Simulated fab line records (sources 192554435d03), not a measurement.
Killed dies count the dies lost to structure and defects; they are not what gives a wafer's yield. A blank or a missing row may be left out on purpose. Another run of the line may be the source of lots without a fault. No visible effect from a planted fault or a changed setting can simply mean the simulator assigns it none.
What tool caused it?    flow n5-finfet    10 lots, 28 wafers sampled, at 5 steps of a route of 1938

## WHAT EACH GAUGE READ, for each wafer
N5_BEOL_M4_RC_MEAS_101.
lot   measured      on         DIBL_N (mV/V)
L406  day 8 11:07   prober-01  38.6 34.7 34.8
L407  day 8 13:11   prober-02  34.3 34.6 33.5
L408  day 8 23:14   prober-01  35.8 36.4 36.6
L410  day 9 08:35   prober-02  35.7 35.7 35.1
L411  day 9 17:50   prober-02  36.0 35.9 35.6
L415  day 10 20:56  prober-02  37.6 37.1 36.1
L417  day 11 01:20  prober-02  34.1 36.3
L419  day 11 16:05  prober-01  35.6 35.8
L425  day 12 22:13  prober-02  35.3 37.8 35.5
L426  day 13 20:10  prober-01  34.3 36.4 35.3

## WHAT TOOL EACH LOT RAN ON (gives the tool, then ch and the chambers of the sampled wafers, and finally the start)
lot   N5_HKMG_FIN_ALD_71                   N5_HKMG_FIN_ETCH_67                 N5_HKMG_FIN_ETCHBACK_68            N5_HKMG_FIN_ALD_72
L406  ald-metal-04 ch 0,1,3, day 4 17:16   rie-diel-01 ch 0,1,2, day 4 17:37   rie-metal-03 ch 0,1, day 4 17:50   cvd-w-02 ch 0, day 4 18:44
L407  ald-metal-02 ch 0,2,3, day 4 23:45   rie-diel-05 ch 0,2, day 5 00:05     rie-metal-03 ch 0,1, day 5 00:19   cvd-w-01 ch 0,1, day 5 01:12
L408  ald-metal-04 ch 0,2,3, day 5 09:35   rie-diel-06 ch 0,1,2, day 5 09:58   rie-metal-01 ch 0,1, day 5 10:11   cvd-w-02 ch 0,1, day 5 11:04
L410  ald-metal-04 ch 2,3, day 5 21:07     rie-diel-01 ch 0,1,3, day 5 21:27   rie-metal-01 ch 0,1, day 5 21:43   cvd-w-01 ch 0,1, day 5 22:34
L411  ald-metal-02 ch 0,1,2, day 6 02:46   rie-diel-01 ch 1,2,3, day 6 03:06   rie-metal-03 ch 0,1, day 6 03:19   cvd-w-01 ch 0,1, day 6 04:12
L415  ald-metal-02 ch 0,1,3, day 7 02:26   rie-diel-01 ch 0,2,3, day 7 02:46   rie-metal-03 ch 1, day 7 02:59     cvd-w-02 ch 0,1, day 7 04:00
L417  ald-metal-02 ch 0,3, day 7 13:19     rie-diel-06 ch 2,3, day 7 13:40     rie-metal-01 ch 0,1, day 7 13:53   cvd-w-02 ch 1, day 7 14:46
L419  ald-metal-02 ch 1,3, day 8 01:34     rie-diel-05 ch 2,3, day 8 01:55     rie-metal-02 ch 0, day 8 02:08     cvd-w-02 ch 0,1, day 8 03:01
L425  ald-metal-03 ch 0,1, day 9 12:14     rie-diel-01 ch 2,3, day 9 12:35     rie-metal-01 ch 0,1, day 9 12:50   cvd-w-02 ch 0,1, day 9 13:42
L426  ald-metal-04 ch 0,2,3, day 10 02:34  rie-diel-06 ch 0,1,2, day 10 03:05  rie-metal-03 ch 0,1, day 10 03:18  cvd-w-01 ch 0,1, day 10 04:11
- N5_HKMG_FIN_ALD_71: deposits TiN, target thk 1 nm, pulse time 1 s, purge time 3 s.
- N5_HKMG_FIN_ETCH_67: etches SOC in N2/H2, stops on TiN, target depth 388.9 nm.
- N5_HKMG_FIN_ETCHBACK_68: etches the open film in Cl2/Ar, stops on HfO2, target depth 0.5 nm.
- N5_HKMG_FIN_ALD_72: deposits W, target thk 2 nm, pulse time 1 s, purge time 2 s.

## THE ANSWER, worked out from the rows above alone
Rule: the usual values come from the lots themselves. The widest of any qualifying gaps counts: lots, ordered by their means at a reading, are off when they make up no more than a third of the lots, leave a main group of 4 or more, and stand apart from it by 3 or more times the standard deviation of that group's means. Not used: any main group whose means are identical at the precision the tables above print for the reading. A lot without any number at a reading at which 4 lots or more have one is off too. The other lots that the step has rows for count as sound.
Nothing can be told from this: no lot is off at any reading shown.

## WHAT THE SIMULATOR PUT IN
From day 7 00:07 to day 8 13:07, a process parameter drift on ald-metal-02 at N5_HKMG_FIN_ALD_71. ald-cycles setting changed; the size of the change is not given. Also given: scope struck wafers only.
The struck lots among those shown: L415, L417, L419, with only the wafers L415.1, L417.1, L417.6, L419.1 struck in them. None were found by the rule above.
